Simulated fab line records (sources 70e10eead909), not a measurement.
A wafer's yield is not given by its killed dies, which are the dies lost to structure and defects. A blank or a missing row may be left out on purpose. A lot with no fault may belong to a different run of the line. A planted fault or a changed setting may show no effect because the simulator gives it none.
The tool behind it: which one? :: flow nand harc :: Sampling: 24 lots, 72 wafers, 4 of 1302 route steps

== WHAT EACH GAUGE READ, for each wafer ==
NHARC_A_CONTACT_INSPECT_71.
lot: L074
measured: day 21 13:13
on: defect inspect-01
raw defect count: 47 55 51

lot: L075
measured: day 22 05:13
on: defect inspect-02
raw defect count: 30 33 30

lot: L076
measured: day 22 16:04
on: defect inspect-01
raw defect count: 112 104 92

lot: L077
measured: day 23 06:48
on: defect inspect-02
raw defect count: 64 56 64

lot: L078
measured: day 23 08:23
on: defect inspect-02
raw defect count: 92 109 99

lot: L080
measured: day 24 02:55
on: defect inspect-01
raw defect count: 100 104 125

lot: L079
measured: day 24 03:53
on: defect inspect-02
raw defect count: 62 77 80

lot: L082
measured: day 25 04:10
on: defect inspect-01
raw defect count: 35 26 23

lot: L081
measured: day 25 07:49
on: defect inspect-02
raw defect count: 111 116 113

lot: L083
measured: day 26 01:32
on: defect inspect-01
raw defect count: 33 40 39

lot: L085
measured: day 26 04:16
on: defect inspect-01
raw defect count: 116 119 126

lot: L084
measured: day 26 05:06
on: defect inspect-02
raw defect count: 128 128 117

lot: L086
measured: day 26 20:35
on: defect inspect-01
raw defect count: 66 83 67

lot: L088
measured: day 27 12:26
on: defect inspect-02
raw defect count: 108 117 120

lot: L087
measured: day 28 03:05
on: defect inspect-01
raw defect count: 49 37 51

lot: L090
measured: day 28 08:14
on: defect inspect-02
raw defect count: 115 98 98

lot: L089
measured: day 28 16:04
on: defect inspect-02
raw defect count: 59 76 59

lot: L091
measured: day 29 07:25
on: defect inspect-01
raw defect count: 160 180 167

lot: L092
measured: day 29 08:37
on: defect inspect-01
raw defect count: 20 30 21

lot: L093
measured: day 29 23:07
on: defect inspect-01
raw defect count: 126 118 108

lot: L094
measured: day 30 00:59
on: defect inspect-02
raw defect count: 31 35 20

lot: L095
measured: day 30 12:35
on: defect inspect-02
raw defect count: 61 56 66

lot: L096
measured: day 31 00:34
on: defect inspect-02
raw defect count: 71 56 74

lot: L097
measured: day 31 00:57
on: defect inspect-02
raw defect count: 88 87 81

== TOOL THAT RAN EACH LOT (tool first, then ch and the chambers of the sampled wafers, then the start) ==
lot: L074
NHARC_A_CONTACT_ETCH_111: har cap etch-03 ch 0,1, day 21 02:37
NHARC_A_CONTACT_ETCH_112: har cap etch-03 ch 0,1, day 21 02:49
NHARC_A_CONTACT_STRIP_55: rie diel-02 ch 1,2,3, day 21 13:13 or earlier

lot: L075
NHARC_A_CONTACT_ETCH_111: har cap etch-02 ch 0,1, day 21 20:51
NHARC_A_CONTACT_ETCH_112: har cap etch-02 ch 0,1, day 21 21:02
NHARC_A_CONTACT_STRIP_55: rie diel-13 ch 0,1,2, day 22 05:13 or earlier

lot: L076
NHARC_A_CONTACT_ETCH_111: har cap etch-02 ch 0,1, day 22 07:47
NHARC_A_CONTACT_ETCH_112: har cap etch-02 ch 0,1, day 22 07:59
NHARC_A_CONTACT_STRIP_55: rie diel-02 ch 0,1,2, day 22 16:04 or earlier

lot: L077
NHARC_A_CONTACT_ETCH_111: har cap etch-03 ch 0,1, day 22 22:27
NHARC_A_CONTACT_ETCH_112: har cap etch-03 ch 0,1, day 22 22:38
NHARC_A_CONTACT_STRIP_55: rie diel-02 ch 0,1,2, day 23 06:48 or earlier

lot: L078
NHARC_A_CONTACT_ETCH_111: har cap etch-01 ch 0,1, day 22 23:47
NHARC_A_CONTACT_ETCH_112: har cap etch-01 ch 0,1, day 22 23:59
NHARC_A_CONTACT_STRIP_55: rie diel-02 ch 0,1,2, day 23 08:23 or earlier

lot: L080
NHARC_A_CONTACT_ETCH_111: har cap etch-02 ch 0, day 23 15:29
NHARC_A_CONTACT_ETCH_112: har cap etch-02 ch 0, day 23 15:41
NHARC_A_CONTACT_STRIP_55: rie diel-01 ch 0,1,2, day 24 02:55 or earlier

lot: L079
NHARC_A_CONTACT_ETCH_111: har cap etch-03 ch 0,1, day 23 19:35
NHARC_A_CONTACT_ETCH_112: har cap etch-03 ch 0,1, day 23 19:46
NHARC_A_CONTACT_STRIP_55: rie diel-01 ch 0,2, day 24 03:53 or earlier

lot: L082
NHARC_A_CONTACT_ETCH_111: har cap etch-01 ch 0,1, day 24 19:25
NHARC_A_CONTACT_ETCH_112: har cap etch-01 ch 0,1, day 24 19:36
NHARC_A_CONTACT_STRIP_55: rie diel-01 ch 0,3, day 25 04:10 or earlier

lot: L081
NHARC_A_CONTACT_ETCH_111: har cap etch-03 ch 0,1, day 24 23:37
NHARC_A_CONTACT_ETCH_112: har cap etch-03 ch 0,1, day 24 23:49
NHARC_A_CONTACT_STRIP_55: rie diel-01 ch 2,3, day 25 07:49 or earlier

lot: L083
NHARC_A_CONTACT_ETCH_111: har cap etch-02 ch 0,1, day 25 17:08
NHARC_A_CONTACT_ETCH_112: har cap etch-02 ch 0,1, day 25 17:20
NHARC_A_CONTACT_STRIP_55: rie diel-02 ch 1,2,3, day 26 01:32 or earlier

lot: L085
NHARC_A_CONTACT_ETCH_111: har cap etch-03 ch 0,1, day 25 19:57
NHARC_A_CONTACT_ETCH_112: har cap etch-03 ch 0,1, day 25 20:09
NHARC_A_CONTACT_STRIP_55: rie diel-01 ch 0,2, day 26 04:16 or earlier

lot: L084
NHARC_A_CONTACT_ETCH_111: har cap etch-02 ch 0,1, day 25 20:48
NHARC_A_CONTACT_ETCH_112: har cap etch-02 ch 0,1, day 25 21:00
NHARC_A_CONTACT_STRIP_55: rie diel-01 ch 0,2,3, day 26 05:06 or earlier

lot: L086
NHARC_A_CONTACT_ETCH_111: har cap etch-01 ch 0,1, day 26 08:07
NHARC_A_CONTACT_ETCH_112: har cap etch-01 ch 0,1, day 26 08:19
NHARC_A_CONTACT_STRIP_55: rie diel-02 ch 0,2,3, day 26 20:35 or earlier

lot: L088
NHARC_A_CONTACT_ETCH_111: har cap etch-02 ch 0,1, day 27 04:02
NHARC_A_CONTACT_ETCH_112: har cap etch-02 ch 0,1, day 27 04:15
NHARC_A_CONTACT_STRIP_55: rie diel-01 ch 0,1,2, day 27 12:26 or earlier

lot: L087
NHARC_A_CONTACT_ETCH_111: har cap etch-02 ch 0,1, day 27 17:26
NHARC_A_CONTACT_ETCH_112: har cap etch-02 ch 0,1, day 27 17:37
NHARC_A_CONTACT_STRIP_55: rie diel-02 ch 2,3, day 28 03:05 or earlier

lot: L090
NHARC_A_CONTACT_ETCH_111: har cap etch-03 ch 0,1, day 27 23:36
NHARC_A_CONTACT_ETCH_112: har cap etch-03 ch 0,1, day 27 23:48
NHARC_A_CONTACT_STRIP_55: rie diel-02 ch 0,3, day 28 08:14 or earlier

lot: L089
NHARC_A_CONTACT_ETCH_111: har cap etch-01 ch 1, day 28 07:41
NHARC_A_CONTACT_ETCH_112: har cap etch-01 ch 1, day 28 07:53
NHARC_A_CONTACT_STRIP_55: rie diel-02 ch 0,2, day 28 16:04 or earlier

lot: L091
NHARC_A_CONTACT_ETCH_111: har cap etch-02 ch 0,1, day 28 22:49
NHARC_A_CONTACT_ETCH_112: har cap etch-02 ch 0,1, day 28 23:01
NHARC_A_CONTACT_STRIP_55: rie diel-02 ch 0,2,3, day 29 07:25 or earlier

lot: L092
NHARC_A_CONTACT_ETCH_111: har cap etch-01 ch 0,1, day 28 23:33
NHARC_A_CONTACT_ETCH_112: har cap etch-01 ch 0,1, day 28 23:44
NHARC_A_CONTACT_STRIP_55: rie diel-02 ch 0,2, day 29 08:37 or earlier

lot: L093
NHARC_A_CONTACT_ETCH_111: har cap etch-03 ch 0,1, day 29 14:54
NHARC_A_CONTACT_ETCH_112: har cap etch-03 ch 0,1, day 29 15:05
NHARC_A_CONTACT_STRIP_55: rie diel-13 ch 2,3, day 29 23:07 or earlier

lot: L094
NHARC_A_CONTACT_ETCH_111: har cap etch-02 ch 0,1, day 29 16:41
NHARC_A_CONTACT_ETCH_112: har cap etch-02 ch 0,1, day 29 16:53
NHARC_A_CONTACT_STRIP_55: rie diel-13 ch 1,2,3, day 30 00:59 or earlier

lot: L095
NHARC_A_CONTACT_ETCH_111: har cap etch-02 ch 0,1, day 30 04:04
NHARC_A_CONTACT_ETCH_112: har cap etch-02 ch 0,1, day 30 04:16
NHARC_A_CONTACT_STRIP_55: rie diel-02 ch 0,1,2, day 30 12:35 or earlier

lot: L096
NHARC_A_CONTACT_ETCH_111: har cap etch-01 ch 0,1, day 30 16:19
NHARC_A_CONTACT_ETCH_112: har cap etch-01 ch 0,1, day 30 16:31
NHARC_A_CONTACT_STRIP_55: rie diel-02 ch 0,1,2, day 31 00:34 or earlier

lot: L097
NHARC_A_CONTACT_ETCH_111: har cap etch-03 ch 0,1, day 30 16:28
NHARC_A_CONTACT_ETCH_112: har cap etch-03 ch 0,1, day 30 16:40
NHARC_A_CONTACT_STRIP_55: rie diel-02 ch 0,1,3, day 31 00:57 or earlier
- NHARC_A_CONTACT_ETCH_111: etches the open film in C4F8/O2/Ar, time 140 s, target depth 700 nm.
- NHARC_A_CONTACT_ETCH_112: etches the open film in C4F8/O2/Ar, time 190 s, target depth 1850 nm.
- NHARC_A_CONTACT_STRIP_55: strips in O2.

== WHAT THE TOOLS THEMSELVES READ (means of the sampled wafers that have a number; where no wafer has one, the mark that the record gives instead) ==
NHARC_A_CONTACT_ETCH_111.
lot: L074
tool: har cap etch-03
oes air line au (a.u.): 0.984

lot: L075
tool: har cap etch-02
oes air line au (a.u.): 0.992

lot: L076
tool: har cap etch-02
oes air line au (a.u.): 0.990

lot: L077
tool: har cap etch-03
oes air line au (a.u.): 1.007

lot: L078
tool: har cap etch-01
oes air line au (a.u.): 1.005

lot: L080
tool: har cap etch-02
oes air line au (a.u.): 1.027

lot: L079
tool: har cap etch-03
oes air line au (a.u.): 1.007

lot: L082
tool: har cap etch-01
oes air line au (a.u.): 1.033

lot: L081
tool: har cap etch-03
oes air line au (a.u.): 0.977

lot: L083
tool: har cap etch-02
oes air line au (a.u.): 1.025

lot: L085
tool: har cap etch-03
oes air line au (a.u.): 1.005

lot: L084
tool: har cap etch-02
oes air line au (a.u.): 1.001

lot: L086
tool: har cap etch-01
oes air line au (a.u.): 0.998

lot: L088
tool: har cap etch-02
oes air line au (a.u.): 0.999

lot: L087
tool: har cap etch-02
oes air line au (a.u.): 0.993

lot: L090
tool: har cap etch-03
oes air line au (a.u.): 1.002

lot: L089
tool: har cap etch-01
oes air line au (a.u.): 0.985

lot: L091
tool: har cap etch-02
oes air line au (a.u.): 1.011

lot: L092
tool: har cap etch-01
oes air line au (a.u.): 0.988

lot: L093
tool: har cap etch-03
oes air line au (a.u.): 1.010

lot: L094
tool: har cap etch-02
oes air line au (a.u.): 1.025

lot: L095
tool: har cap etch-02
oes air line au (a.u.): 1.021

lot: L096
tool: har cap etch-01
oes air line au (a.u.): 0.988

lot: L097
tool: har cap etch-03
oes air line au (a.u.): 1.017

NHARC_A_CONTACT_ETCH_112.
lot: L074
tool: har cap etch-03
oes air line au (a.u.): 1.010

lot: L075
tool: har cap etch-02
oes air line au (a.u.): 1.012

lot: L076
tool: har cap etch-02
oes air line au (a.u.): 1.007

lot: L077
tool: har cap etch-03
oes air line au (a.u.): 1.004

lot: L078
tool: har cap etch-01
oes air line au (a.u.): 0.989

lot: L080
tool: har cap etch-02
oes air line au (a.u.): 0.968

lot: L079
tool: har cap etch-03
oes air line au (a.u.): 0.990

lot: L082
tool: har cap etch-01
oes air line au (a.u.): 0.998

lot: L081
tool: har cap etch-03
oes air line au (a.u.): 1.007

lot: L083
tool: har cap etch-02
oes air line au (a.u.): 0.997

lot: L085
tool: har cap etch-03
oes air line au (a.u.): 0.983

lot: L084
tool: har cap etch-02
oes air line au (a.u.): 1.020

lot: L086
tool: har cap etch-01
oes air line au (a.u.): 0.982

lot: L088
tool: har cap etch-02
oes air line au (a.u.): 1.007

lot: L087
tool: har cap etch-02
oes air line au (a.u.): 0.995

lot: L090
tool: har cap etch-03
oes air line au (a.u.): 0.985

lot: L089
tool: har cap etch-01
oes air line au (a.u.): 0.999

lot: L091
tool: har cap etch-02
oes air line au (a.u.): 1.019

lot: L092
tool: har cap etch-01
oes air line au (a.u.): 1.016

lot: L093
tool: har cap etch-03
oes air line au (a.u.): 1.011

lot: L094
tool: har cap etch-02
oes air line au (a.u.): 1.008

lot: L095
tool: har cap etch-02
oes air line au (a.u.): 1.014

lot: L096
tool: har cap etch-01
oes air line au (a.u.): 0.996

lot: L097
tool: har cap etch-03
oes air line au (a.u.): 0.997

NHARC_A_CONTACT_STRIP_55.
lot: L074
tool: rie diel-02
drypump motor current A (A): 5.8
oes product au (a.u.): 1.007
rf vpp V (V): 58.0
showerhead plenum p Torr (Torr): 3.42
throttle valve pct (%): 17.028

lot: L075
tool: rie diel-13
drypump motor current A (A): 6.0
oes product au (a.u.): 0.998
rf vpp V (V): 58.1
showerhead plenum p Torr (Torr): 3.62
throttle valve pct (%): 17.034

lot: L076
tool: rie diel-02
drypump motor current A (A): 5.3
oes product au (a.u.): 1.013
rf vpp V (V): 58.5
showerhead plenum p Torr (Torr): 3.44
throttle valve pct (%): 17.036

lot: L077
tool: rie diel-02
drypump motor current A (A): 5.3
oes product au (a.u.): 1.014
rf vpp V (V): 56.5
showerhead plenum p Torr (Torr): 3.44
throttle valve pct (%): 17.036

lot: L078
tool: rie diel-02
drypump motor current A (A): 5.3
oes product au (a.u.): 1.014
rf vpp V (V): 57.3
showerhead plenum p Torr (Torr): 3.44
throttle valve pct (%): 17.029

lot: L080
tool: rie diel-01
drypump motor current A (A): 5.8
oes product au (a.u.): 1.012
rf vpp V (V): 57.6
showerhead plenum p Torr (Torr): 3.58
throttle valve pct (%): 17.032

lot: L079
tool: rie diel-01
drypump motor current A (A): 6.1
oes product au (a.u.): 1.005
rf vpp V (V): 57.4
showerhead plenum p Torr (Torr): 3.53
throttle valve pct (%): 17.030

lot: L082
tool: rie diel-01
drypump motor current A (A): 5.2
oes product au (a.u.): 0.995
rf vpp V (V): 58.2
showerhead plenum p Torr (Torr): 3.60
throttle valve pct (%): 17.044

lot: L081
tool: rie diel-01
drypump motor current A (A): 5.7
oes product au (a.u.): 1.010
rf vpp V (V): 58.4
showerhead plenum p Torr (Torr): 3.51
throttle valve pct (%): 17.028

lot: L083
tool: rie diel-02
drypump motor current A (A): 5.8
oes product au (a.u.): 1.007
rf vpp V (V): 58.8
showerhead plenum p Torr (Torr): 3.59
throttle valve pct (%): 17.030

lot: L085
tool: rie diel-01
drypump motor current A (A): 6.1
oes product au (a.u.): 0.997
rf vpp V (V): 57.1
showerhead plenum p Torr (Torr): 3.52
throttle valve pct (%): 17.037

lot: L084
tool: rie diel-01
drypump motor current A (A): 5.7
oes product au (a.u.): 0.990
rf vpp V (V): 57.8
showerhead plenum p Torr (Torr): 3.56
throttle valve pct (%): 17.039

lot: L086
tool: rie diel-02
drypump motor current A (A): 5.5
oes product au (a.u.): 1.008
rf vpp V (V): 58.0
showerhead plenum p Torr (Torr): 3.60
throttle valve pct (%): 17.031

lot: L088
tool: rie diel-01
drypump motor current A (A): 5.8
oes product au (a.u.): 0.985
rf vpp V (V): 58.2
showerhead plenum p Torr (Torr): 3.57
throttle valve pct (%): 17.033

lot: L087
tool: rie diel-02
drypump motor current A (A): 6.0
oes product au (a.u.): 1.007
rf vpp V (V): 58.0
showerhead plenum p Torr (Torr): 3.57
throttle valve pct (%): 17.028

lot: L090
tool: rie diel-02
drypump motor current A (A): 5.9
oes product au (a.u.): 1.013
rf vpp V (V): 57.5
showerhead plenum p Torr (Torr): 3.49
throttle valve pct (%): 17.043

lot: L089
tool: rie diel-02
drypump motor current A (A): 5.1
oes product au (a.u.): 1.001
rf vpp V (V): 58.6
showerhead plenum p Torr (Torr): 3.71
throttle valve pct (%): 17.034

lot: L091
tool: rie diel-02
drypump motor current A (A): 5.5
oes product au (a.u.): 1.008
rf vpp V (V): 58.0
showerhead plenum p Torr (Torr): 3.60
throttle valve pct (%): 17.031

lot: L092
tool: rie diel-02
drypump motor current A (A): 5.0
oes product au (a.u.): 1.007
rf vpp V (V): 57.8
showerhead plenum p Torr (Torr): 3.63
throttle valve pct (%): 17.035

lot: L093
tool: rie diel-13
drypump motor current A (A): 5.7
oes product au (a.u.): 0.998
rf vpp V (V): 58.1
showerhead plenum p Torr (Torr): 3.61
throttle valve pct (%): 17.035

lot: L094
tool: rie diel-13
drypump motor current A (A): 5.9
oes product au (a.u.): 0.988
rf vpp V (V): 57.9
showerhead plenum p Torr (Torr): 3.61
throttle valve pct (%): 17.042

lot: L095
tool: rie diel-02
drypump motor current A (A): 5.3
oes product au (a.u.): 1.006
rf vpp V (V): 57.8
showerhead plenum p Torr (Torr): 3.60
throttle valve pct (%): 17.032

lot: L096
tool: rie diel-02
drypump motor current A (A): 5.3
oes product au (a.u.): 1.003
rf vpp V (V): 57.8
showerhead plenum p Torr (Torr): 3.60
throttle valve pct (%): 17.033

lot: L097
tool: rie diel-02
drypump motor current A (A): 5.7
oes product au (a.u.): 1.018
rf vpp V (V): 57.9
showerhead plenum p Torr (Torr): 3.49
throttle valve pct (%): 17.041

== THE ANSWER, worked out from the rows above alone ==
Rule: the lots themselves supply what counts as usual. The widest of any qualifying gaps counts: lots, ordered by their means at a reading, are off when they make up no more than a third of the lots, leave a main group of 4 or more, and stand apart from it by 3 or more times the standard deviation of that group's means. If all means in a main group match to the digits the tables above print for the reading, that group is not used. Also off: a lot with no number at a reading for which 4 or more lots have one. Where the step has rows for the other lots, those lots are counted as sound. The gauges are gone through in route order, then the tools' own readings, and for those a lot's mean is taken as printed above. At the first step where some lot is off, the reading lying furthest off is the one used; lots without a number count as furthest.
No lot is off on any of the readings shown, so nothing can be concluded from this.

== WHAT THE SIMULATOR HAD PUT IN ==
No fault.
